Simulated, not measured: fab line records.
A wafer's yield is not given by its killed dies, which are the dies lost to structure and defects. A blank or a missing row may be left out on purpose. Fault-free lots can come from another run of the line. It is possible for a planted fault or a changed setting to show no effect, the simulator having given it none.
Chamber matching -- flow nandHarc -- NHARC_P_GATE_DESCUM_93 on rieDiel-01 has 4 sister chambers
The step chemistry O2, time 3 s. 4 wafers are shown with their chamber, then 7 later ones without.

== WAFERS PAIRED WITH THEIR CHAMBERS ==
wafer,chamber,oesProductAu (a.u.)
L308.2,0,1.003
L308.5,3,1.004
L315.2,1,1.015
L315.3,2,1.016

== WAFERS WHOSE CHAMBER IS MISSING ==
wafer,oesProductAu (a.u.)
L315.6,1.001
L317.2,1.012
L317.3,0.997
L317.6,1.000
L323.2,1.014
L323.5,1.016
L323.6,1.014

== WHICH CHAMBER EACH ONE RAN IN ==
wafer,from the rows above,in truth
L315.6,can't be placed: 0 or 3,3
L317.2,can't be placed: 1 or 2 or 3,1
L317.3,can't be placed: 0 or 3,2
L317.6,can't be placed: 0 or 3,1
L323.2,can't be placed: 1 or 2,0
L323.5,can't be placed: 2 or 1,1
L323.6,can't be placed: 1 or 2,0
Correct placement for 0 of the 7. Can't be placed from these rows: 7 (the true chamber is among the candidates in 3). Placed wrongly: 0.
How it was worked out, from the rows above alone: a wafer's distance from a chamber is the root of the sum, over the readings, of the square of ((its reading less the chamber's mean) divided by the reading's scatter). The wafer belongs to the nearest chamber; if the next one is less than 2 further off, it can't be placed. Each chamber's mean is taken over the wafers shown for it. The scatter: root of mean squared gap, hidden wafer to nearest shown wafer, with one shown wafer a chamber.
